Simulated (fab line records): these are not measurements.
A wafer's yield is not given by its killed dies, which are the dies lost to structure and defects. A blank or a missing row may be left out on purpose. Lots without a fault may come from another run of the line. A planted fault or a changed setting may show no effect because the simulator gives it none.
Which of the tools did it? + flow nand harc + 72 wafers from 24 lots sampled at 5 of the route's 1159 steps

## WHAT EACH GAUGE READ, for each wafer
NHARC_A_CHANNEL_HOLE_D1_CD_MEAS_10: target cd 100 nm.
| lot  | measured     | on        | cd nm (nm)        |
|------|--------------|-----------|-------------------|
| L074 | day 8 04:55  | cd sem-01 | 99.9 100.4 100.0  |
| L075 | day 8 04:43  | cd sem-01 | 99.4 99.3 99.2    |
| L076 | day 9 02:03  | cd sem-02 | 100.6 99.5 100.6  |
| L077 | day 9 01:02  | cd sem-03 | 99.3 99.2 100.0   |
| L079 | day 9 00:53  | cd sem-02 | 100.3 99.5 99.6   |
| L078 | day 9 09:22  | cd sem-02 | 99.5 99.9 99.6    |
| L081 | day 9 23:57  | cd sem-01 | 100.5 98.9 99.0   |
| L080 | day 10 00:23 | cd sem-03 | 100.3 99.3 100.3  |
| L082 | day 10 10:58 | cd sem-02 | 99.3 98.6 99.7    |
| L083 | day 10 15:16 | cd sem-03 | 99.6 100.3 100.0  |
| L084 | day 10 20:20 | cd sem-02 | 98.8 100.0 99.8   |
| L087 | day 12 04:23 | cd sem-01 | 100.4 100.1 99.6  |
| L086 | day 12 04:12 | cd sem-02 | 99.3 100.0 98.9   |
| L085 | day 12 02:30 | cd sem-02 | 100.5 99.4 100.1  |
| L088 | day 12 02:11 | cd sem-02 | 99.6 100.1 100.4  |
| L089 | day 12 16:47 | cd sem-03 | 99.6 100.2 100.3  |
| L090 | day 12 15:20 | cd sem-03 | 100.6 100.0 100.0 |
| L092 | day 12 16:38 | cd sem-02 | 99.5 99.2 98.0    |
| L091 | day 12 14:49 | cd sem-03 | 99.6 99.8 99.0    |
| L094 | day 12 22:11 | cd sem-03 | 99.6 98.1 99.3    |
| L093 | day 12 22:55 | cd sem-01 | 100.2 99.3 99.4   |
| L095 | day 13 15:19 | cd sem-01 | 100.5 99.6 100.1  |
| L096 | day 13 16:49 | cd sem-02 | 98.2 99.0 99.7    |
| L097 | day 14 01:10 | cd sem-02 | 100.5 100.1 100.3 |

## WHAT TOOL EACH LOT RAN ON (gives the tool, then ch and the chambers of the sampled wafers, and finally the start)
| lot  | NHARC_P_M2_DESCUM_14               | NHARC_P_M2_DEGAS_29          | NHARC_P_BONDPAD_ETCH_24                       | NHARC_A_ZERO_WELL_DESCUM_12        |
|------|------------------------------------|------------------------------|-----------------------------------------------|------------------------------------|
| L074 | rie diel-13 ch 0,1,3, day 5 18:46  | pvd sputter-03, day 5 19:49  | rie diel-11 ch 0,1,2, day 6 03:17 or earlier  | rie diel-05 ch 0,1, day 6 03:17    |
| L075 | rie diel-03 ch 0,1,3, day 6 04:11  | pvd sputter-01, day 6 05:12  | rie diel-02 ch 0,2,3, day 6 12:39 or earlier  | rie diel-07 ch 0,1,2, day 6 12:39  |
| L076 | rie diel-13 ch 0,2,3, day 7 00:43  | pvd sputter-03, day 7 01:46  | rie diel-01 ch 0,1,3, day 7 09:22 or earlier  | rie diel-05 ch 2,3, day 7 09:22    |
| L077 | rie diel-13 ch 1,2,3, day 7 01:46  | pvd sputter-01, day 7 03:13  | rie diel-11 ch 0,2,3, day 7 10:53 or earlier  | rie diel-04 ch 0,1, day 7 10:53    |
| L079 | rie diel-03 ch 0,1,3, day 7 02:52  | pvd sputter-01, day 7 03:53  | rie diel-11 ch 0,2,3, day 7 11:35 or earlier  | rie diel-07 ch 0,2, day 7 11:35    |
| L078 | rie diel-03 ch 0,2, day 7 09:46    | pvd sputter-03, day 7 10:48  | rie diel-11 ch 1,2,3, day 7 18:17 or earlier  | rie diel-05 ch 1,2,3, day 7 18:17  |
| L081 | rie diel-03 ch 0,1,2, day 7 23:50  | pvd sputter-01, day 8 00:52  | rie diel-11 ch 0,3, day 8 08:20 or earlier    | rie diel-05 ch 0,2,3, day 8 08:20  |
| L080 | rie diel-03 ch 0,1,2, day 8 00:04  | pvd sputter-02, day 8 01:14  | rie diel-11 ch 0,2,3, day 8 08:44 or earlier  | rie diel-04 ch 0,2,3, day 8 08:44  |
| L082 | rie diel-03 ch 0,1, day 8 10:29    | pvd sputter-01, day 8 11:32  | rie diel-11 ch 0,1,3, day 8 19:08 or earlier  | rie diel-05 ch 1,2, day 8 19:08    |
| L083 | rie diel-03 ch 2,3, day 8 16:20    | pvd sputter-01, day 8 17:28  | rie diel-01 ch 1,2,3, day 8 21:37             | rie diel-05 ch 1,3, day 9 00:59    |
| L084 | rie diel-06 ch 2,3, day 8 22:10    | pvd sputter-03, day 8 23:16  | rie diel-02 ch 2,3, day 9 06:41 or earlier    | rie diel-05 ch 0,2,3, day 9 06:41  |
| L087 | rie diel-13 ch 1,2,3, day 10 03:11 | pvd sputter-03, day 10 04:13 | rie diel-01 ch 0,1,2, day 10 12:04 or earlier | rie diel-05 ch 0,1,3, day 10 12:04 |
| L086 | rie diel-13 ch 0,2,3, day 10 03:28 | pvd sputter-03, day 10 04:37 | rie diel-01 ch 1,3, day 10 12:24 or earlier   | rie diel-05 ch 0,1,3, day 10 12:24 |
| L085 | rie diel-13 ch 1,2,3, day 10 04:09 | pvd sputter-03, day 10 05:31 | rie diel-11 ch 0,1,3, day 10 13:08 or earlier | rie diel-04 ch 2,3, day 10 13:08   |
| L088 | rie diel-13 ch 0,1,2, day 10 04:58 | pvd sputter-01, day 10 06:17 | rie diel-11 ch 1,2,3, day 10 13:49 or earlier | rie diel-04 ch 0,2,3, day 10 13:49 |
| L089 | rie diel-13 ch 0,3, day 10 08:06   | pvd sputter-03, day 10 09:11 | rie diel-02 ch 0,3, day 10 17:17 or earlier   | rie diel-05 ch 1,2, day 10 17:17   |
| L090 | rie diel-03 ch 2,3, day 10 11:25   | pvd sputter-02, day 10 12:30 | rie diel-11 ch 0,1,3, day 10 20:29 or earlier | rie diel-04 ch 1,2,3, day 10 20:29 |
| L092 | rie diel-03 ch 1,2,3, day 10 13:57 | pvd sputter-01, day 10 15:16 | rie diel-11 ch 1,2,3, day 10 22:59 or earlier | rie diel-04 ch 0,2,3, day 10 22:59 |
| L091 | rie diel-03 ch 2,3, day 10 15:04   | pvd sputter-02, day 10 16:24 | rie diel-11 ch 1,2, day 11 00:01 or earlier   | rie diel-07 ch 0,1,2, day 11 00:01 |
| L094 | rie diel-03 ch 2,3, day 10 21:09   | pvd sputter-03, day 10 22:22 | rie diel-11 ch 1,3, day 11 06:05 or earlier   | rie diel-07 ch 0,3, day 11 06:05   |
| L093 | rie diel-03 ch 2,3, day 10 21:38   | pvd sputter-02, day 10 22:58 | rie diel-01 ch 0,1,2, day 11 07:07 or earlier | rie diel-04 ch 0,1,3, day 11 07:07 |
| L095 | rie diel-03 ch 0,1,2, day 11 14:26 | pvd sputter-03, day 11 15:29 | rie diel-11 ch 0,3, day 11 23:24 or earlier   | rie diel-04 ch 2,3, day 11 23:24   |
| L096 | rie diel-03 ch 1,2,3, day 11 14:58 | pvd sputter-02, day 11 15:58 | rie diel-11 ch 0,1,2, day 11 23:44 or earlier | rie diel-05 ch 1,2,3, day 11 23:44 |
| L097 | rie diel-03 ch 1,2,3, day 12 00:16 | pvd sputter-02, day 12 01:18 | rie diel-01 ch 0,1,3, day 12 09:14 or earlier | rie diel-07 ch 0,1,2, day 12 09:14 |
- NHARC_P_M2_DESCUM_14: chemistry O2, time 3 s.
- NHARC_P_M2_DEGAS_29: time 60 s.
- NHARC_P_BONDPAD_ETCH_24: etches the open film in CF4/N2, target depth 30 nm, time 72.99 s.
- NHARC_A_ZERO_WELL_DESCUM_12: chemistry O2, time 3 s.

## AS READ BY THE TOOLS THEMSELVES (means over the sampled wafers that have a number; for cases with no such wafer, the mark the record gives instead)
NHARC_P_M2_DESCUM_14.
| lot  | tool        | drypump motor current A (A) | oes product au (a.u.) | rf vpp V (V) | showerhead plenum p Torr (Torr) | throttle valve pct (%) |
|------|-------------|-----------------------------|-----------------------|--------------|---------------------------------|------------------------|
| L074 | rie diel-13 | 5.7                         | 1.001                 | 58.3         | 1.92                            | 11.306                 |
| L075 | rie diel-03 | 5.7                         | 1.014                 | 58.1         | 1.85                            | 11.312                 |
| L076 | rie diel-13 | 5.8                         | 1.002                 | 58.4         | 1.88                            | 11.306                 |
| L077 | rie diel-13 | 5.8                         | 0.991                 | 58.4         | 1.96                            | 11.308                 |
| L079 | rie diel-03 | 5.7                         | 1.004                 | 57.2         | 1.85                            | 11.308                 |
| L078 | rie diel-03 | 5.6                         | 1.001                 | 57.6         | 1.88                            | 11.310                 |
| L081 | rie diel-03 | 5.4                         | 0.995                 | 57.6         | 1.88                            | 11.311                 |
| L080 | rie diel-03 | 5.4                         | 1.002                 | 57.3         | 1.88                            | 11.310                 |
| L082 | rie diel-03 | 5.0                         | 1.000                 | 57.1         | 1.84                            | 11.313                 |
| L083 | rie diel-03 | 6.3                         | 1.005                 | 58.2         | 1.89                            | 11.308                 |
| L084 | rie diel-06 | 6.1                         | 0.989                 | 57.7         | 1.90                            | 11.313                 |
| L087 | rie diel-13 | 5.7                         | 1.003                 | 57.5         | 1.95                            | 11.305                 |
| L086 | rie diel-13 | 5.8                         | 1.000                 | 57.9         | 1.87                            | 11.310                 |
| L085 | rie diel-13 | 5.8                         | 1.007                 | 57.9         | 1.95                            | 11.312                 |
| L088 | rie diel-13 | 5.7                         | 1.004                 | 57.2         | 1.90                            | 11.317                 |
| L089 | rie diel-13 | 5.8                         | 0.999                 | 58.5         | 1.89                            | 11.311                 |
| L090 | rie diel-03 | 6.3                         | 1.003                 | 57.0         | 1.89                            | 11.316                 |
| L092 | rie diel-03 | 6.1                         | 1.004                 | 57.8         | 1.89                            | 11.307                 |
| L091 | rie diel-03 | 6.3                         | 0.992                 | 57.9         | 1.89                            | 11.310                 |
| L094 | rie diel-03 | 6.6                         | 1.013                 | 57.6         | 1.86                            | 11.315                 |
| L093 | rie diel-03 | 6.3                         | 0.996                 | 57.9         | 1.89                            | 11.304                 |
| L095 | rie diel-03 | 5.4                         | 1.000                 | 57.4         | 1.87                            | 11.313                 |
| L096 | rie diel-03 | 6.1                         | 1.006                 | 56.9         | 1.89                            | 11.308                 |
| L097 | rie diel-03 | 6.1                         | 1.002                 | 57.4         | 1.89                            | 11.312                 |

NHARC_P_M2_DEGAS_29.
| lot  | tool           | heater power w (W) |
|------|----------------|--------------------|
| L074 | pvd sputter-03 | 310                |
| L075 | pvd sputter-01 | 331                |
| L076 | pvd sputter-03 | 326                |
| L077 | pvd sputter-01 | 365                |
| L079 | pvd sputter-01 | 305                |
| L078 | pvd sputter-03 | 325                |
| L081 | pvd sputter-01 | 341                |
| L080 | pvd sputter-02 | 341                |
| L082 | pvd sputter-01 | 349                |
| L083 | pvd sputter-01 | 345                |
| L084 | pvd sputter-03 | 330                |
| L087 | pvd sputter-03 | 306                |
| L086 | pvd sputter-03 | 287                |
| L085 | pvd sputter-03 | 313                |
| L088 | pvd sputter-01 | 336                |
| L089 | pvd sputter-03 | 355                |
| L090 | pvd sputter-02 | 348                |
| L092 | pvd sputter-01 | 345                |
| L091 | pvd sputter-02 | 357                |
| L094 | pvd sputter-03 | 315                |
| L093 | pvd sputter-02 | 343                |
| L095 | pvd sputter-03 | 318                |
| L096 | pvd sputter-02 | 351                |
| L097 | pvd sputter-02 | 356                |

NHARC_P_BONDPAD_ETCH_24.
| lot  | tool        | drypump motor current A (A) | oes product au (a.u.) | rf vpp V (V) | showerhead plenum p Torr (Torr) | throttle valve pct (%) |
|------|-------------|-----------------------------|-----------------------|--------------|---------------------------------|------------------------|
| L074 | rie diel-11 | 5.9                         | 0.999                 | 314.8        | 2.67                            | 19.805                 |
| L075 | rie diel-02 | 5.9                         | 0.987                 | 313.4        | 2.53                            | 19.799                 |
| L076 | rie diel-01 | 5.8                         | 1.004                 | 315.8        | 2.69                            | 19.791                 |
| L077 | rie diel-11 | 5.4                         | 0.997                 | 312.9        | 2.58                            | 19.794                 |
| L079 | rie diel-11 | 5.4                         | 0.989                 | 312.9        | 2.58                            | 19.798                 |
| L078 | rie diel-11 | 5.6                         | 0.994                 | 313.5        | 2.58                            | 19.791                 |
| L081 | rie diel-11 | 5.3                         | 1.006                 | 312.8        | 2.54                            | 19.806                 |
| L080 | rie diel-11 | 5.4                         | 0.987                 | 313.3        | 2.58                            | 19.791                 |
| L082 | rie diel-11 | 5.8                         | 1.007                 | 314.3        | 2.62                            | 19.790                 |
| L083 | rie diel-01 | 5.6                         | 1.010                 | 316.0        | 2.68                            | 19.791                 |
| L084 | rie diel-02 | 5.8                         | 0.990                 | 312.6        | 2.56                            | 19.803                 |
| L087 | rie diel-01 | 5.3                         | 1.004                 | 314.8        | 2.67                            | 19.790                 |
| L086 | rie diel-01 | 6.1                         | 1.007                 | 315.8        | 2.69                            | 19.792                 |
| L085 | rie diel-11 | 5.7                         | 1.004                 | 314.2        | 2.62                            | 19.792                 |
| L088 | rie diel-11 | 5.6                         | 0.993                 | 313.4        | 2.58                            | 19.794                 |
| L089 | rie diel-02 | 6.0                         | 0.989                 | 312.4        | 2.49                            | 19.794                 |
| L090 | rie diel-11 | 5.7                         | 0.995                 | 314.4        | 2.62                            | 19.793                 |
| L092 | rie diel-11 | 5.6                         | 1.001                 | 313.0        | 2.58                            | 19.792                 |
| L091 | rie diel-11 | 5.6                         | 1.002                 | 314.3        | 2.62                            | 19.793                 |
| L094 | rie diel-11 | 5.5                         | 1.002                 | 312.2        | 2.53                            | 19.788                 |
| L093 | rie diel-01 | 5.3                         | 0.998                 | 314.8        | 2.67                            | 19.796                 |
| L095 | rie diel-11 | 5.3                         | 1.002                 | 312.3        | 2.53                            | 19.794                 |
| L096 | rie diel-11 | 5.8                         | 1.010                 | 315.7        | 2.66                            | 19.801                 |
| L097 | rie diel-01 | 5.8                         | 1.002                 | 315.8        | 2.67                            | 19.796                 |

NHARC_A_ZERO_WELL_DESCUM_12.
| lot  | tool        | drypump motor current A (A) | oes product au (a.u.) | rf vpp V (V) | showerhead plenum p Torr (Torr) | throttle valve pct (%) |
|------|-------------|-----------------------------|-----------------------|--------------|---------------------------------|------------------------|
| L074 | rie diel-05 | 6.1                         | 1.015                 | 58.1         | 1.97                            | 11.304                 |
| L075 | rie diel-07 | 6.0                         | 0.986                 | 58.3         | 1.90                            | 11.305                 |
| L076 | rie diel-05 | 5.8                         | 1.004                 | 58.0         | 1.95                            | 11.315                 |
| L077 | rie diel-04 | 6.0                         | 1.013                 | 56.6         | 1.90                            | 11.321                 |
| L079 | rie diel-07 | 6.3                         | 0.984                 | 58.3         | 1.92                            | 11.309                 |
| L078 | rie diel-05 | 5.6                         | 1.005                 | 58.1         | 1.94                            | 11.311                 |
| L081 | rie diel-05 | 5.8                         | 0.998                 | 57.7         | 1.93                            | 11.310                 |
| L080 | rie diel-04 | 6.3                         | 1.007                 | 57.7         | 1.92                            | 11.316                 |
| L082 | rie diel-05 | 6.0                         | 0.992                 | 58.5         | 2.00                            | 11.299                 |
| L083 | rie diel-05 | 5.2                         | 1.010                 | 57.7         | 1.87                            | 11.307                 |
| L084 | rie diel-05 | 5.9                         | 1.009                 | 58.9         | 1.93                            | 11.311                 |
| L087 | rie diel-05 | 5.7                         | 0.999                 | 57.6         | 1.92                            | 11.307                 |
| L086 | rie diel-05 | 5.7                         | 0.994                 | 57.8         | 1.92                            | 11.314                 |
| L085 | rie diel-04 | 6.4                         | 1.011                 | 58.5         | 1.92                            | 11.302                 |
| L088 | rie diel-04 | 6.3                         | 1.000                 | 57.5         | 1.92                            | 11.303                 |
| L089 | rie diel-05 | 5.8                         | 0.998                 | 58.8         | 1.99                            | 11.304                 |
| L090 | rie diel-04 | 6.3                         | 1.002                 | 57.1         | 1.90                            | 11.308                 |
| L092 | rie diel-04 | 6.2                         | 1.005                 | 57.0         | 1.92                            | 11.319                 |
| L091 | rie diel-07 | 6.0                         | 0.987                 | 56.6         | 1.90                            | 11.314                 |
| L094 | rie diel-07 | 5.9                         | 1.009                 | 58.3         | 1.99                            | 11.308                 |
| L093 | rie diel-04 | 6.1                         | 1.009                 | 57.9         | 1.92                            | 11.320                 |
| L095 | rie diel-04 | 6.4                         | 1.009                 | 57.4         | 1.92                            | 11.316                 |
| L096 | rie diel-05 | 5.6                         | 0.996                 | 58.3         | 1.93                            | 11.311                 |
| L097 | rie diel-07 | 6.0                         | 0.998                 | 58.1         | 1.89                            | 11.312                 |

## THE ANSWER, worked out from the rows above alone
Rule: usual is defined by the lots themselves. Put in order of their means at a reading, lots are off if they are a third of the lots or fewer, leave a main group of 4 or more, and stand apart from it by a gap of 3 or more times the standard deviation of the main group's means; of several such gaps the widest counts. A main group whose means are all the same, to the digits that the tables above print for the reading, isn't used. Also off: a lot with no number at a reading for which 4 or more lots have one. Where the step has rows for the other lots, those lots are counted as sound. After the gauges, taken in route order, come the tools' own readings; for these a lot's mean is taken, as printed above. The first step at which some lot is off is used, and at that step the reading that is off furthest; a lot without a number counts as furthest.
No lot is off on any of the readings shown, so nothing can be concluded from this.

## WHAT THE SIMULATOR HAD PUT IN
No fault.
